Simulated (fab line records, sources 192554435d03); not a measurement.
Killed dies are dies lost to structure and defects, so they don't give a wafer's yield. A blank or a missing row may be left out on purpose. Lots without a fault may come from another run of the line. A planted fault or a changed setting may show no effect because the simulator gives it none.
A struck lot beside a sound one | flow n5_finfet | 15 steps out of a route of 1938
Sound: wafers L324.1, L324.3, L324.4. Struck: wafers L339.2, L339.4, L339.5. The cause comes at the end.
At each step with rows: each side's tool, then ch and its chambers, then its first start. Under that, the readings that differ: sound wafers | struck wafers | difference of the means | sigmas: that difference in standard deviations of wafers without a fault.
alike: readings whose means differ by less than 2 such deviations, and words and numbers that are the same on both sides. not compared: withheld readings, readings that some wafer has no value for, bounds like >300 that may hide the same value, and numbers for which the record gives no deviation and whose values overlap.
The two part at a step that has a row with sigmas, a row that says differs or no value, or rows on one side only. Numbers that don't overlap but have no deviation are shown without sigmas and don't part them. A reading that every wafer of one side lacks parts them only if that side has two wafers or more.

first, 1 step without rows for these wafers: N5_BEOL_M9_DEVELOP_27 (develop time 30 s).
N5_BEOL_M9_CD_MEAS_28: target cd 70 nm.
  sound on cd_sem-01 ch 0, day 11 00:38; struck on cd_sem-03 ch 0, day 14 19:54
  alike: cd_nm
N5_BEOL_M9_OVL_MEAS_29:
  sound on overlay-01 ch 0, day 11 00:40; struck on overlay-01 ch 0, day 14 19:56
  reading     | sound       | struck        | difference | sigmas
  V8_OVL (nm) | 0.7 1.7 0.9 | 0.2 -0.7 -0.4 | -1.4       | -2
N5_BEOL_M9_INSPECT_30: inspects for defects (brightfield).
  sound on defect_inspect-02, day 11 00:43; struck on defect_inspect-02, day 14 19:59
  alike: raw_defect_count
N5_BEOL_M9_DESCUM_33: chemistry O2, time 7 s.
  sound on rie_diel-02 ch 0,2,3, day 11 00:45; struck on rie_diel-03 ch 1,2,3, day 14 20:02
  alike: drypump_motor_current_A, oes_product_au, rf_vpp_V, showerhead_plenum_p_Torr, throttle_valve_pct
  not compared: rf_hours_counter_h
then, 1 step without rows for these wafers: N5_BEOL_M9_ETCH_76 (etches underlayer in N2/H2, target depth 6.5 nm, time 5.2 s).
N5_BEOL_M9_ETCH_65: etches SiARC in CF4, target depth 15.6 nm, time 26 s.
  sound on rie_diel-02 ch 0,2,3, day 11 00:48; struck on rie_diel-03 ch 1,2,3, day 14 20:05
  alike: cf4_flow_sccm, drypump_motor_current_A, etch_rf_on_time_s, mfc_ar_sccm, oes_product_au, rf_vpp_V, showerhead_plenum_p_Torr, throttle_valve_pct
  not compared: rf_hours_counter_h
N5_BEOL_M9_ETCH_66: etches SOC in N2/H2, target depth 80 nm, overetch 16 nm, time 120 s.
  sound on rie_diel-02 ch 0,2,3, day 11 00:50; struck on rie_diel-03 ch 1,2,3, day 14 20:07
  alike: drypump_motor_current_A, h2_flow_sccm, oes_product_au, rf_vpp_V, showerhead_plenum_p_Torr, throttle_valve_pct
  not compared: rf_hours_counter_h
then, 2 steps without rows for these wafers: N5_BEOL_M9_STRIP_69 (strips in N2/H2); N5_BEOL_M9_STRIP_77 (strips in N2/H2).
N5_BEOL_M9_VIA_ETCH_34: etches SiCOH lowk in C4F6/O2, target depth 182.4 nm, time 68.4 s.
  sound on rie_diel-02 ch 0,2,3, day 11 00:56; struck on rie_diel-03 ch 1,2,3, day 14 20:13
  alike: drypump_motor_current_A, mfc_ar_sccm, oes_product_au, rf_vpp_V, showerhead_plenum_p_Torr, throttle_valve_pct
  not compared: rf_hours_counter_h
then, 1 step without rows for these wafers: N5_BEOL_M9_STRIP_73 (strips in C4F6/O2).
N5_BEOL_M9_STRIP_36: strips in N2/H2.
  sound on rie_diel-02 ch 0,2,3, day 11 00:59; struck on rie_diel-03 ch 1,2,3, day 14 20:16
  reading     | sound             | struck            | difference | sigmas
  power_w (W) | 449.9 445.2 451.2 | 474.2 474.0 473.8 | +25.2      | +18
  alike: drypump_motor_current_A, h2_flow_sccm, oes_product_au, rf_vpp_V, showerhead_plenum_p_Torr, throttle_valve_pct
  not compared: rf_hours_counter_h
N5_BEOL_M9_TRENCH_ETCH_37: etches SiCOH lowk in C4F6/O2, target depth 151.43 nm, time 49 s.
  sound on rie_diel-02 ch 0,2,3; struck on rie_diel-03 ch 1,2,3
  alike: drypump_motor_current_A, mfc_ar_sccm, oes_product_au, rf_vpp_V, showerhead_plenum_p_Torr, throttle_valve_pct
  not compared: rf_hours_counter_h
then, 1 step without rows for these wafers: N5_PASSIVATION_PROBE_49.

WHERE THEY PART
First at N5_BEOL_M9_OVL_MEAS_29; last, within this record, at N5_BEOL_M9_STRIP_36. Later steps at which nothing parts them and some readings are alike: N5_BEOL_M9_TRENCH_ETCH_37.

WHY: what the simulator had put in
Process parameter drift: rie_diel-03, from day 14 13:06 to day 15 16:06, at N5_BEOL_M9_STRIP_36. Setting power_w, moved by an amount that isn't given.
